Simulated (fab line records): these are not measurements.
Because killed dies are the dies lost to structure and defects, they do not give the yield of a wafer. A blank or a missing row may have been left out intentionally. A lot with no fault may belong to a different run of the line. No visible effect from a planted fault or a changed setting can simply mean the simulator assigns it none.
Chamber matching + flow n5-finfet + N5_BEOL_M11_ETCH_65 on rie-diel-05 has 4 sister chambers
The step etches SiARC in CF4, target depth 39 nm, time 65 s. 4 wafers are shown with their chamber, then 7 later ones without.

## WAFERS WITH THEIR CHAMBER
| wafer  | chamber | showerhead-plenum-p-Torr (Torr) |
|--------|---------|---------------------------------|
| L085.2 | 2       | 2.18                            |
| L090.4 | 0       | 2.11                            |
| L088.5 | 1       | 2.09                            |
| L092.5 | 3       | 2.11                            |

## WAFERS WITHOUT THEIR CHAMBER
| wafer  | showerhead-plenum-p-Torr (Torr) |
|--------|---------------------------------|
| L092.6 | 2.09                            |
| L091.3 | 2.09                            |
| L091.5 | 2.17                            |
| L091.6 | 2.11                            |
| L094.1 | 2.11                            |
| L094.5 | 2.09                            |
| L094.6 | 2.17                            |

## CHAMBER TAKEN BY EACH
| wafer  | from the rows above     | in truth |
|--------|-------------------------|----------|
| L092.6 | 1                       | 1        |
| L091.3 | 1                       | 1        |
| L091.5 | 2                       | 2        |
| L091.6 | can't be placed: 0 or 3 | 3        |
| L094.1 | can't be placed: 0 or 3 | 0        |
| L094.5 | 1                       | 1        |
| L094.6 | 2                       | 2        |
5 of 7 placed correctly. Can't be placed from these rows: 2 (the true chamber is among the candidates in 2). 0 placed wrongly.
How it was worked out, from the rows above alone: a wafer's distance from a chamber is the root of the sum, over the readings, of the square of ((its reading less the chamber's mean) divided by the reading's scatter). The wafer belongs to the nearest chamber; if the next one is less than 2 further off, it can't be placed. Each chamber's mean is taken over the wafers shown for it. The scatter: root of mean squared gap, hidden wafer to nearest shown wafer, with one shown wafer a chamber.
